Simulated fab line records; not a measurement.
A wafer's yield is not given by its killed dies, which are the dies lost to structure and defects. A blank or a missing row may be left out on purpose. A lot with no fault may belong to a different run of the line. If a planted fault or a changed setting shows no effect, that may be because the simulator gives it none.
Chamber matching + flow n5_finfet + N5_FIN_SAQP_MANDREL_ETCH_58 on rie_si-05 has 4 sister chambers
The step etches a-Si in HBr/Cl2, stops on SiNx, target depth 45 nm, bt time 10 s, time 27 s. 7 wafers are shown with their chamber, then 9 later ones without.

## WAFERS, EACH WITH ITS CHAMBER
| wafer  | chamber | throttle_valve_pct (%) | drypump_motor_current_A (A) |
|--------|---------|------------------------|-----------------------------|
| L079.3 | 1       | 35.24                  | 6.8                         |
| L079.6 | 2       | 35.58                  | 6.1                         |
| L087.1 | 2       | 35.60                  | 6.1                         |
| L088.4 | 3       | 35.38                  | 6.1                         |
| L089.1 | 0       | 35.59                  | 6.1                         |
| L089.5 | 3       | 35.38                  | 6.1                         |
| L089.6 | 0       | 35.57                  | 6.0                         |

## WAFERS WITHOUT THEIR CHAMBER
| wafer  | throttle_valve_pct (%) | drypump_motor_current_A (A) |
|--------|------------------------|-----------------------------|
| L092.1 | 35.25                  | 6.8                         |
| L092.2 | 35.61                  | 6.1                         |
| L092.4 | 35.59                  | 6.1                         |
| L093.1 | 35.58                  | 6.1                         |
| L093.3 | 35.60                  | 6.1                         |
| L093.4 | 35.56                  | 6.1                         |
| L096.1 | 35.59                  | 6.1                         |
| L096.4 | 35.36                  | 6.1                         |
| L096.5 | 35.21                  | 6.8                         |

## CHAMBER TAKEN BY EACH
| wafer  | from the rows above     | in truth |
|--------|-------------------------|----------|
| L092.1 | 1                       | 1        |
| L092.2 | can't be placed: 2 or 0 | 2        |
| L092.4 | can't be placed: 2 or 0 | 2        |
| L093.1 | can't be placed: 2 or 0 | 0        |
| L093.3 | can't be placed: 2 or 0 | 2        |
| L093.4 | can't be placed: 0 or 2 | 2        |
| L096.1 | can't be placed: 2 or 0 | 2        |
| L096.4 | 3                       | 3        |
| L096.5 | 1                       | 1        |
3 of 9 placed correctly. Cannot be placed on the basis of these rows: 6; the candidates contain the true chamber in 6. 0 placed wrongly.
How it was worked out, from the rows above alone: a wafer's distance from a chamber is the root of the sum, over the readings, of the square of ((its reading less the chamber's mean) divided by the reading's scatter). If the next closest chamber is less than 2 further off than the closest, the wafer can't be placed; otherwise it belongs to the closest. A chamber's mean is the mean of its shown wafers. The scatter: take each reading less its chamber's mean, square it, sum over the shown wafers, divide by the number of wafers less the number of chambers, and take the root.
